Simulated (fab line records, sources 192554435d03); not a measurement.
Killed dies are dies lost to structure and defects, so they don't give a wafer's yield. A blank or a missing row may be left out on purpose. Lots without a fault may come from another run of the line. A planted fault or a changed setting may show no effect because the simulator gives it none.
Chamber matching | flow n5_finfet | N5_BEOL_M0_SAQP_SPACER2_ETCHBACK_27 on rie_diel-01: 4 sister chambers
The step etches SiO2 in CHF3/O2, target depth 22.5 nm, time 11.25 s. 8 wafers are shown with their chamber, then 9 later ones without.

WAFERS WITH THEIR CHAMBER
wafer  | chamber | drypump_motor_current_A (A) | showerhead_plenum_p_Torr (Torr)
L084.3 | 2       | 5.2                         | 2.42
L085.5 | 0       | 5.6                         | 2.43
L086.1 | 1       | 4.9                         | 2.30
L086.3 | 3       | 6.4                         | 2.37
L086.5 | 3       | 6.4                         | 2.37
L088.2 | 0       | 5.6                         | 2.43
L088.5 | 2       | 5.2                         | 2.41
L088.6 | 1       | 4.8                         | 2.30

WAFERS WITHOUT THEIR CHAMBER
wafer  | drypump_motor_current_A (A) | showerhead_plenum_p_Torr (Torr)
L090.1 | 5.6                         | 2.43
L090.3 | 4.9                         | 2.29
L090.5 | 5.6                         | 2.43
L091.1 | 6.4                         | 2.36
L091.2 | 5.2                         | 2.41
L091.3 | 5.6                         | 2.43
L097.1 | 5.6                         | 2.43
L097.5 | 4.8                         | 2.29
L097.6 | 5.6                         | 2.43

WHICH CHAMBER EACH WENT THROUGH
wafer  | from the rows above | in truth
L090.1 | 0                   | 0
L090.3 | 1                   | 1
L090.5 | 0                   | 0
L091.1 | 3                   | 3
L091.2 | 2                   | 2
L091.3 | 0                   | 0
L097.1 | 0                   | 0
L097.5 | 1                   | 1
L097.6 | 0                   | 0
Placed correctly: 9 of 9. Can't be placed from these rows: 0. Placed wrongly: 0.
How it was worked out, from the rows above alone: a wafer's distance from a chamber is the root of the sum, over the readings, of the square of ((its reading less the chamber's mean) divided by the reading's scatter). The wafer belongs to the nearest chamber; if the next one is less than 2 further off, it can't be placed. A chamber's mean is the mean of its shown wafers. The scatter: the root of (the sum of the squares of (reading less its chamber's mean) over the shown wafers, divided by (wafers less chambers)).
